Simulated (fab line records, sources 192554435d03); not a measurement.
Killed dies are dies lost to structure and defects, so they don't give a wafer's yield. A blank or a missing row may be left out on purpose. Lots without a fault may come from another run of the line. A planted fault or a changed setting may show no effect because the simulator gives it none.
fab line records | flow n5_finfet
record lots=10 wafers=30 last_day=18
route steps=1938 shown BEOL_M8@1368 PASSIVATION@1936
lots that met no fault: from a run of the same line without faults
start_h: hours from the record's first day to the start of the lot's first wafer shown | wait_h: hours since the lot's step before | " the same as in the row above | L1.1+2: a row that stands for several wafers | - no value, or no start given | * or withheld: withheld | < > ~ a bound
route shown NAME@n: a module of which the file shows steps, and the number in the route of the first | usual: mean/standard deviation of fault-free wafers | same: alike in all rows | chamber/n: place in a boat | sites: the reading at each site | _std_site: their standard deviation | _edge_site: outer sites' mean less inner sites' | radius_mm: how far each site lies from the wafer's centre | mask NAME#n: copy n | behind: the tool/chamber that last shaped the wafer | hold: why the lot was held/for how many hours/how that ended | device: the transistor (n, p or np) that didn't switch | end of line: the same wafers' tests at the end of the route | a step without rows: its recipe alone | killed: dies lost to structure and defects at the first sort, not the wafer's yield | map: a wafer's dies, x killed, . not, _ none there
set.NAME: the setting as run; set.NAME@STEP: as run at that earlier step | model.NAME: the simulator's own value behind a step, which no gauge read
steps of the route over a sample of lots; a table a step, a row a wafer
services: from which hour (start_h, from the record's first day; less than 0 if before it) a tool's chamber was out of use, for how many hours, and why
## steps
# step N5_BEOL_M8_DESCUM_33
# recipe chemistry=O2 time_s=7 source_power_w=50 bias_power_w=20 pressure_mtorr=20 rf_frequency_hz=2.712e+07 temp_c=40 resist=CAR-EUV o2_flow_sccm=225
# usual drypump_motor_current_A=5.69/0.28 oes_product_au=0.79/0.086 rf_vpp_V=243.1/1.4 showerhead_plenum_p_Torr=2.09/0.079 throttle_valve_pct=20.49/0.18
# columns lot.wafer tool chamber start_h wait_h drypump_motor_current_A oes_product_au rf_hours_counter_h rf_vpp_V showerhead_plenum_p_Torr throttle_valve_pct
L481.1 rie_diel-03 2 217.31 0.0 5.74 0.73 181 241.4 2.00 20.39
L481.3 " 3 " " 5.59 0.83 78 243.2 2.11 20.33
L481.5 " 2 " " 5.72 0.74 - 240.3 2.00 20.39
L484.1 rie_diel-05 1 229.49 0.0 5.83 0.86 60 244.0 2.15 20.27
L484.3 " 3 " " 5.27 0.91 23 242.2 2.03 20.53
L484.5 " 3 " " 5.26 0.91 - 243.4 2.03 20.54
L491.1 rie_diel-03 1 271.85 0.0 5.36 0.69 248 242.4 1.96 20.63
L491.3 " 2 " " 5.71 0.71 200 242.6 1.99 20.43
L491.4 " 3 " " 5.58 0.80 97 243.2 2.11 20.34
L490.2 rie_diel-01 1 272.13 0.1 5.95 0.75 141 245.2 2.21 20.49
L490.4 " 2 " " 6.17 0.91 50 242.6 2.11 20.31
L490.5 " 1 " " 5.98 0.74 - 244.2 2.21 20.50
L492.3 rie_diel-01 1 294.39 0.0 5.94 0.75 150 243.8 2.21 20.51
L492.5 " 1 " " 5.94 0.75 - 245.6 2.21 20.51
L492.6 " 0 " " 6.20 0.74 - 242.8 2.07 20.46
L498.2 rie_diel-01 2 307.12 0.0 6.17 0.88 63 243.0 2.10 20.35
L498.4 " 0 " " 6.20 0.73 - 243.7 2.07 20.46
L498.6 " 1 " " 5.91 0.74 - 242.9 2.20 20.51
L499.2 rie_diel-01 2 325.14 0.5 6.16 0.88 71 243.6 2.10 20.35
L499.5 " 3 " " 5.13 0.87 - 244.0 2.21 20.19
L499.6 " 2 " " 6.17 0.88 - 244.5 2.10 20.35
L502.1 rie_diel-03 2 342.28 0.0 5.69 0.70 228 241.6 1.98 20.47
L502.5 " 0 " " 5.54 0.66 - 245.4 2.14 20.91
L502.6 " 2 " " 5.70 0.69 - 242.0 1.98 20.47
L504.1 rie_diel-03 1 362.32 0.9 5.38 0.91 27 246.6 2.21 20.45
L504.4 " 2 " " 5.70 0.69 - 240.7 1.98 20.48
L504.5 " 1 " " 5.37 0.91 - 245.3 2.21 20.48
L503.1 rie_diel-03 1 365.71 0.8 5.38 0.90 29 245.3 2.21 20.45
L503.2 " 0 " " 5.53 1.02 0 244.4 2.14 20.55
L503.3 " 2 " " 5.71 0.69 240 241.4 1.98 20.48
# step N5_BEOL_M8_ETCH_72
# recipe chemistry=N2/H2 target=underlayer target_depth_a=65 mask_material=CAR-EUV time_s=5.2 ion_energy_ev=200 pressure_mtorr=30 source_w=840 bias_w=150 n2_flow_sccm=200 h2_flow_sccm=200 ends=cleared
# usual drypump_motor_current_A=5.70/0.29 etch_rf_on_time_s=5.03/0.17 oes_product_au=0.68/0.076 rf_vpp_V=523.8/2.9 showerhead_plenum_p_Torr=2.53/0.086 throttle_valve_pct=17.93/0.24
# columns lot.wafer tool chamber start_h wait_h drypump_motor_current_A etch_rf_on_time_s oes_product_au rf_hours_counter_h rf_vpp_V showerhead_plenum_p_Torr throttle_valve_pct
L481.1 rie_diel-03 2 217.34 0.0 5.70 5.14 0.63 181 521.7 2.43 17.95
L481.3 " 3 " " 5.63 4.78 0.73 78 524.1 2.57 17.71
L481.5 " 2 " " 5.73 5.13 0.64 - 519.8 2.43 17.95
L484.1 rie_diel-05 1 229.53 0.0 5.84 5.31 0.72 60 525.4 2.56 17.40
L484.3 " 3 " " 5.29 4.89 0.79 23 522.8 2.48 18.03
L484.5 " 3 " " 5.29 4.87 0.78 - 524.2 2.48 18.01
L491.1 rie_diel-03 1 271.88 0.0 5.38 4.92 0.60 248 520.7 2.37 17.93
L491.3 " 2 " " 5.74 5.11 0.62 200 520.5 2.43 17.99
L491.4 " 3 " " 5.61 4.76 0.71 97 524.8 2.56 17.76
L490.2 rie_diel-01 1 272.16 0.0 5.93 5.39 0.64 141 527.7 2.64 17.71
L490.4 " 2 " " 6.19 4.94 0.77 50 524.7 2.57 17.78
L490.5 " 1 " " 5.95 5.41 0.64 - 526.9 2.64 17.68
L492.3 rie_diel-01 1 294.42 0.0 5.93 5.39 0.63 150 525.3 2.64 17.70
L492.5 " 1 " " 5.93 5.43 0.63 - 529.2 2.64 17.70
L492.6 " 0 " " 6.20 5.00 0.66 - 526.2 2.52 17.90
L498.2 rie_diel-01 2 307.16 0.0 6.16 4.95 0.76 63 522.4 2.56 17.81
L498.4 " 0 " " 6.22 4.95 0.66 - 525.3 2.51 17.91
L498.6 " 1 " " 5.94 5.38 0.62 - 525.9 2.64 17.71
L499.2 rie_diel-01 2 325.17 0.0 6.19 4.86 0.76 71 522.4 2.56 17.81
L499.5 " 3 " " 5.09 5.15 0.75 - 527.4 2.69 17.63
L499.6 " 2 " " 6.18 4.91 0.74 - 522.3 2.56 17.82
L502.1 rie_diel-03 2 342.31 0.0 5.72 5.15 0.60 228 518.5 2.41 18.03
L502.5 " 0 " " 5.54 5.04 0.57 - 525.9 2.59 18.33
L502.6 " 2 " " 5.71 5.14 0.60 - 519.0 2.41 18.04
L504.1 rie_diel-03 1 362.37 0.0 5.37 5.01 0.78 27 525.2 2.67 17.69
L504.4 " 2 " " 5.72 5.26 0.59 - 518.3 2.41 18.06
L504.5 " 1 " " 5.36 5.00 0.78 - 526.9 2.67 17.68
L503.1 rie_diel-03 1 365.75 0.0 5.35 5.03 0.78 29 528.0 2.67 17.68
L503.2 " 0 " " 5.55 5.04 0.87 0 526.2 2.59 17.88
L503.3 " 2 " " 5.71 5.29 0.58 240 518.9 2.41 18.06
# step N5_BEOL_M8_ALD_77
# recipe material=TaN target_thk_a=20 temp_c=275 ald_precursor_family=PDMAT ald_co_reactant=NH3 pressure_torr=3 carrier_flow_sccm=1500 pulse_time_s=2 purge_time_s=3 co_reactant_purge_time_s=2 co_reactant_pulse_time_s=3 ald_cycles=40 precursor_vessel_temp_c=75 precursor_vessel_pressure_torr=26.25 precursor_vessel_carrier_sccm=1000
# usual heater_power_w=413/31 precursor_vessel_pressure_torr=26.25/0.051 purge_time_s=3/0
# same pulse_time_s=2
# columns lot.wafer tool chamber start_h wait_h heater_power_w precursor_vessel_pressure_torr purge_time_s
L481.1 ald_metal-02 0 218.45 0.1 407 26.34 3
L481.3 " 2 " " 386 26.19 3
L481.5 " 0 " " 409 26.35 3
L484.1 ald_metal-03 3 230.69 0.2 430 26.27 3
L484.3 " 1 " " 475 26.28 3
L484.5 " 0 " " 374 26.24 3
L491.1 ald_metal-02 3 273.31 0.2 425 26.19 3
L491.3 " 2 " " 389 26.29 3
L491.4 " 0 " " 401 26.23 2.8058
L490.2 ald_metal-02 3 274.04 0.3 415 26.19 3
L490.4 " 0 " " 403 26.24 2.8058
L490.5 " 3 " " 420 26.11 3
L492.3 ald_metal-01 0 295.91 0.1 408 26.28 3
L492.5 " 1 " " 403 26.26 3
L492.6 " 0 " " 397 26.31 3
L498.2 ald_metal-03 3 308.22 0.0 419 26.16 3
L498.4 " 1 " " 478 26.33 3
L498.6 " 2 " " 471 26.16 3
L499.2 ald_metal-03 1 326.30 0.0 478 26.37 3
L499.5 " 2 " " 465 26.32 3
L499.6 " 3 " " 422 26.25 3
L502.1 ald_metal-02 1 344.11 0.3 408 26.24 3
L502.5 " 1 " " 413 26.20 3
L502.6 " 0 " " 403 26.23 3
L504.1 ald_metal-02 1 364.90 0.0 411 26.30 3
L504.4 " 2 " " 384 26.16 3
L504.5 " 1 " " 405 26.26 3
L503.1 ald_metal-02 0 367.99 0.0 387 26.15 3
L503.2 " 1 " " 416 26.20 3
L503.3 " 3 " " 430 26.27 3
# step N5_BEOL_M8_THK_MEAS_53
# recipe thk_meas_gauge=xrf reads=Cu_of_BEOL_M8_ECD_50
# usual M8_THK=81.1/2.7
# columns lot.wafer tool chamber start_h wait_h M8_THK[nm]
L481.1 film_metro-02 - 221.84 - 83.9
L481.3 " - " " 85.4
L481.5 " - " " 83.1
L484.1 film_metro-02 - 233.78 - 79.7
L484.3 " - " " 84.7
L484.5 " - " " 83.1
L491.1 film_metro-01 - 274.97 - 80.3
L491.3 " - " " 80.1
L491.4 " - " " 82.8
L490.2 film_metro-02 - 275.78 - 76.8
L490.4 " - " " 83.5
L490.5 " - " " 75.6
L492.3 film_metro-01 - 297.30 - 74.0
L492.5 " - " " 74.6
L492.6 " - " " 78.8
L498.2 film_metro-02 - 309.74 - 82.4
L498.4 " - " " 82.9
L498.6 " - " " 78.6
L499.2 film_metro-02 - 328.35 - 83.3
L499.5 " - " " 78.3
L499.6 " - " " 81.9
L502.1 film_metro-01 - 346.45 - 77.6
L502.5 " - " " 79.2
L502.6 " - " " 77.9
L504.1 film_metro-02 - 366.28 - 79.8
L504.4 " - " " 77.0
L504.5 " - " " 82.0
L503.1 film_metro-02 - 369.72 - 80.2
L503.2 " - " " 79.8
L503.3 " - " " 76.3
# step N5_PASSIVATION_PROBE_49
# usual defect_limited_yield=90.5/1.7 killed_at_M0_to_M3=37/12 killed_at_M4_up=14/5.2 killed_at_contacts=12/5.9 killed_at_front_end=45/14 killed_at_other=3.5/2.8 killed_dies=112/21 killed_open=73/15 killed_short=36/8.9 sort_bin_4_leakage=0.00/0.007 sort_bin_5_function=5.6/1.2 sort_bin_6_memory=3.5/0.68 sort_bin_8_speed=0.01/0.1 sort_n_pass=1068/21 sort_yield_pct=90.5/1.8
# same gross_dies=1180 killed_at_back_side=0
# columns lot.wafer tool chamber start_h wait_h defect_limited_yield[%] killed_at_M0_to_M3 killed_at_M4_up killed_at_contacts killed_at_front_end killed_at_other killed_dies killed_open killed_short sort_bin_4_leakage[%] sort_bin_5_function[%] sort_bin_6_memory[%] sort_bin_8_speed[%] sort_n_pass sort_yield_pct[%]
L492.3 prober-02 - 361.18 0.1 89.3 26 11 10 75 4 126 84 38 0 6.9 3.6 0 1054 89.3
# killed by level:class
L492.3 STI_FIN_REVEAL:geometric_particle:open=23 GATE_CUT:geometric_particle:short=11 FIN_SAQP:geometric_particle:open=9 BEOL_M2:geometric_particle:open=9 MOL_CONTACT_COAG:geometric_particle:open=8 BEOL_M0_SAQP:geometric_particle:open=7 FIN_SAQP:geometric_particle:short=6 GATE_CUT:geometric_particle:open=6
## services
# columns tool chamber start_h hours kind
ald_metal-02 - 238.32 2.8 pm
rie_diel-03 - 253.52 0.4 repair
ald_metal-03 2 256.20 1.8 repair
ald_metal-02 1 259.77 20.7 repair
rie_diel-05 0 265.47 8.7 repair
ald_metal-03 - 267.58 14.6 pm
ald_metal-01 - 272.30 6.0 pm
rie_diel-03 1 276.68 - clean
rie_diel-03 1 276.68 - consumable_replace:focus_ring
rie_diel-03 1 276.68 - consumable_replace:showerhead
rie_diel-03 1 276.68 18.7 scheduled_down
rie_diel-03 1 276.68 18.7 vent_cycle
rie_diel-05 2 279.25 2.4 repair
ald_metal-03 3 285.55 13.2 repair
rie_diel-05 0 287.52 1.8 repair
rie_diel-01 3 288.67 23.6 repair
rie_diel-05 1 290.79 6.3 repair
rie_diel-03 0 293.22 10.1 repair
rie_diel-01 0 317.16 9.8 repair
rie_diel-05 1 317.84 8.7 repair
ald_metal-03 - 326.58 1.0 repair
rie_diel-03 0 336.21 4.9 repair
rie_diel-01 - 349.21 14.6 pm
rie_diel-03 3 359.58 7.1 repair
## key
first_sign step=N5_BEOL_M8_ALD_77 reading=purge_time_s direction=down sigmas=99+ usual=* struck=*
effect none on later readings
met_at N5_BEOL_M8_ALD_77
struck_lots L490,L491
struck_wafers L490.4,L491.4
not_acting_at N5_BEOL_M8_DESCUM_33,N5_BEOL_M8_ETCH_72,N5_BEOL_M8_THK_MEAS_53
onset_between 218.45 273.31
fault kind=process_parameter_drift tool=ald_metal-02 chamber=- onset_h=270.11 steps=N5_BEOL_M8_ALD_77 channel=purge_time_s offset=* shape=step end_h=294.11 scope=struck_wafers_only acts_in=* stated=*
